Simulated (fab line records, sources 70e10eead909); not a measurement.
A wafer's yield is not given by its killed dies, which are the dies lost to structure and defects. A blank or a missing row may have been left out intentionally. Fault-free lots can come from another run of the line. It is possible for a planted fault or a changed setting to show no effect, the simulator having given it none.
A struck lot beside a sound one -- flow nandHarc -- 14 steps out of a route of 1302
Sound: the wafers L800.3, L800.4, L800.5. Struck: wafers L821.3, L821.4, L821.5. At the end, the cause is stated.
Each step with rows lists, per side, the tool, then ch with its chambers, then its first start. Under that, the readings that differ: sound wafers -- struck wafers -- difference of the means -- sigmas: that difference in standard deviations of wafers without a fault.
alike: same words and numbers on both sides, and readings whose means sit less than 2 such deviations apart. not compared: any withheld reading, any reading some wafer has no value for, any bound like >300 that may hide the same value, and any number with overlapping values for which the record gives no deviation.
A row with sigmas, a row that says differs or no value, or rows on one side alone: a step with any of these is where the two part. Numbers that have no deviation but don't overlap get no sigmas and don't part them. A reading missing from all wafers of one side parts the sides only when that side holds two or more wafers.

first, 1 step without rows for these wafers: NHARC_A_CONTACT_STRIP_27 (strips in post etch residue remover, time 600 s).
NHARC_A_CONTACT_ALD_18: deposits TiN, target thk 3 nm, pulse time 1 s, ald cycles 150.
  sound on aldMetal-02 ch 0,1,3, day 22 14:35; struck on aldMetal-02 ch 0,2,3, day 30 16:53
  alike: heaterPowerW, precursorPulseHeightRel
NHARC_A_CONTACT_CVD_19: deposits W, target thk 300 nm, time 802 s.
  sound on cvdW-02 ch 0,1; struck on cvdW-02 ch 0,1
  alike: heaterPowerW, mfcH2Sccm, throttleValvePct
NHARC_A_CONTACT_CMP_20: polishes, t overpolish 30 s, target thk 300 nm.
  sound on cmp-04 ch 1,2,3, day 22 15:41; struck on cmp-03 ch 1,2,3, day 30 18:01
  alike: motorCurrentA, overpolishRunS, retainingRingPressureFrac, timeToEndpointS
following that, these wafers have no rows for 1 step: NHARC_A_CONTACT_SRD_22.
NHARC_A_CONTACT_INSPECT_23:
  sound on defectInspect-01, day 22 16:03; struck on defectInspect-01, day 30 18:23
  alike: rawDefectCount
then, 5 steps without rows for these wafers: NHARC_A_BLC_DEHYDRATE_00 (time 120 s); NHARC_A_BLC_HMDS_01 (time 30 s); NHARC_A_BLC_COAT_02 (time 75 s); NHARC_A_BLC_COAT_03 (time 65 s); NHARC_A_BLC_COAT_04 (resist thk 90 nm).
NHARC_A_BLC_SOFTBAKE_05: time 55 s.
  sound on lithoTrack-04 ch 0, day 22 16:00; struck on lithoTrack-06 ch 0, day 30 18:00
reading,sound,struck,difference,sigmas
heaterPowerTotalW (W),188.68 188.30 188.52,295.58 295.72 296.09,+107.30,+99 or more
then, 2 steps without rows for these wafers: NHARC_A_BLC_EBR_06; NHARC_END_SORT_01.

WHERE THEY PART
Only at NHARC_A_BLC_SOFTBAKE_05, as far as this record shows.

WHY: what had been put in by the simulator
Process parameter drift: lithoTrack-06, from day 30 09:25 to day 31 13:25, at NHARC_A_BLC_SOFTBAKE_05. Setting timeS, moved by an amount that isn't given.
